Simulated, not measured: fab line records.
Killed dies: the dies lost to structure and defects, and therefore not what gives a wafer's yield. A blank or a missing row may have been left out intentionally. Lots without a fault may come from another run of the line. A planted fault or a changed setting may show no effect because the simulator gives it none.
Matching of chambers -- flow nandHarc -- NHARC_A_CHANNEL_HOLE_D1_ETCH_16 on rieDiel-11 has 4 sister chambers
The step etches the open film in O2/COS, target depth 3100 nm, time 806 s. 16 wafers are shown with their chamber, then 8 later ones without.

== WAFERS PAIRED WITH THEIR CHAMBERS ==
wafer,chamber,drypumpMotorCurrentA (A),showerheadPlenumPTorr (Torr),rfVppV (V)
L106.3,1,6.7,3.00,314.0
L106.4,2,5.2,3.05,314.1
L106.5,2,5.2,3.05,314.6
L111.1,3,5.0,2.94,312.2
L111.5,3,5.1,2.94,310.5
L111.6,0,5.9,3.16,314.3
L112.2,2,5.2,3.04,312.8
L112.4,3,5.1,2.94,312.0
L112.5,0,5.9,3.16,315.5
L116.1,0,5.9,3.16,315.2
L116.3,3,5.0,2.94,311.1
L116.4,1,6.7,3.00,311.8
L125.1,1,6.7,3.00,312.9
L125.4,0,5.9,3.16,313.4
L125.6,3,5.1,2.93,310.5
L126.1,3,5.0,2.93,310.9

SIGNATURES, as means of the wafers listed above
reading,chamber 0,chamber 1,chamber 2,chamber 3,scatter within a chamber
drypumpMotorCurrentA,5.900,6.700,5.200,5.050,0.0354
showerheadPlenumPTorr,3.1600,3.0000,3.0467,2.9367,0.00408
rfVppV,314.600,312.900,313.833,311.200,0.893
Rule: distance of a wafer from a chamber = root of the sum over the readings of ((wafer's reading minus chamber's mean) / reading's scatter) squared. If the next closest chamber is less than 2 further off than the closest, the wafer can't be placed; otherwise it belongs to the closest. How the scatter is found: for the shown wafers, subtract from each reading the mean of its chamber, square and add these, divide the total by (wafers less chambers), then take the root.

== WAFERS MISSING THEIR CHAMBER ==
wafer,drypumpMotorCurrentA (A),showerheadPlenumPTorr (Torr),rfVppV (V)
L126.3,5.9,3.16,314.9
L126.5,5.2,3.04,313.1
L127.3,5.2,3.04,313.3
L127.4,5.1,2.93,310.8
L127.5,5.9,3.16,312.9
L128.1,5.1,2.93,311.4
L128.4,5.2,3.04,313.5
L128.5,5.2,3.04,314.0

== CHAMBER TAKEN BY EACH ==
wafer,from the rows above,in truth
L126.3,0,0
L126.5,2,2
L127.3,2,2
L127.4,3,3
L127.5,0,0
L128.1,3,3
L128.4,2,2
L128.5,2,2
Placed correctly: 8 of 8. From these rows, 0 cannot be placed. 0 placed wrongly.
